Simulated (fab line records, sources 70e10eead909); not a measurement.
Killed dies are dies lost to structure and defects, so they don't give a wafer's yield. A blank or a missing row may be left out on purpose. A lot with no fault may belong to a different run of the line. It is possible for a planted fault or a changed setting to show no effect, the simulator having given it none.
Matching of chambers	flow nand harc	NHARC_A_CHANNEL_HOLE_D1_DESCUM_15 on rie diel-10: 4 sister chambers
The step chemistry O2, time 3 s. 8 wafers are shown with their chamber, then 12 later ones without.

EACH WAFER AND ITS CHAMBER
wafer	chamber	drypump motor current A (A)	showerhead plenum p Torr (Torr)
L085.6	2	5.8	1.82
L087.4	1	6.4	1.85
L090.3	3	5.4	1.80
L090.4	0	5.8	1.84
L090.5	0	5.8	1.84
L090.1	1	6.4	1.85
L090.2	2	5.9	1.81
L090.6	3	5.4	1.80

WAFERS WITH NO CHAMBER GIVEN
wafer	drypump motor current A (A)	showerhead plenum p Torr (Torr)
L091.3	5.9	1.81
L091.4	5.4	1.80
L091.5	6.4	1.85
L092.1	5.8	1.84
L092.3	6.4	1.85
L092.5	5.8	1.84
L094.1	6.4	1.85
L094.3	5.8	1.84
L094.4	5.9	1.81
L095.2	6.4	1.85
L095.3	5.8	1.84
L095.5	5.8	1.84

EACH ONE'S CHAMBER
wafer	from the rows above	in truth
L091.3	2	2
L091.4	3	3
L091.5	1	1
L092.1	0	0
L092.3	1	1
L092.5	0	0
L094.1	1	1
L094.3	0	0
L094.4	2	2
L095.2	1	1
L095.3	0	0
L095.5	0	0
12 of 12 placed correctly. Not placeable from these rows: 0. Number placed wrongly: 0.
How it was worked out, from the rows above alone: a wafer's distance from a chamber is the root of the sum, over the readings, of the square of ((its reading less the chamber's mean) divided by the reading's scatter). The wafer belongs to the nearest chamber; if the next one is less than 2 further off, it can't be placed. For every chamber, the mean is computed from those of its wafers that are shown. How the scatter is found: for the shown wafers, subtract from each reading the mean of its chamber, square and add these, divide the total by (wafers less chambers), then take the root.
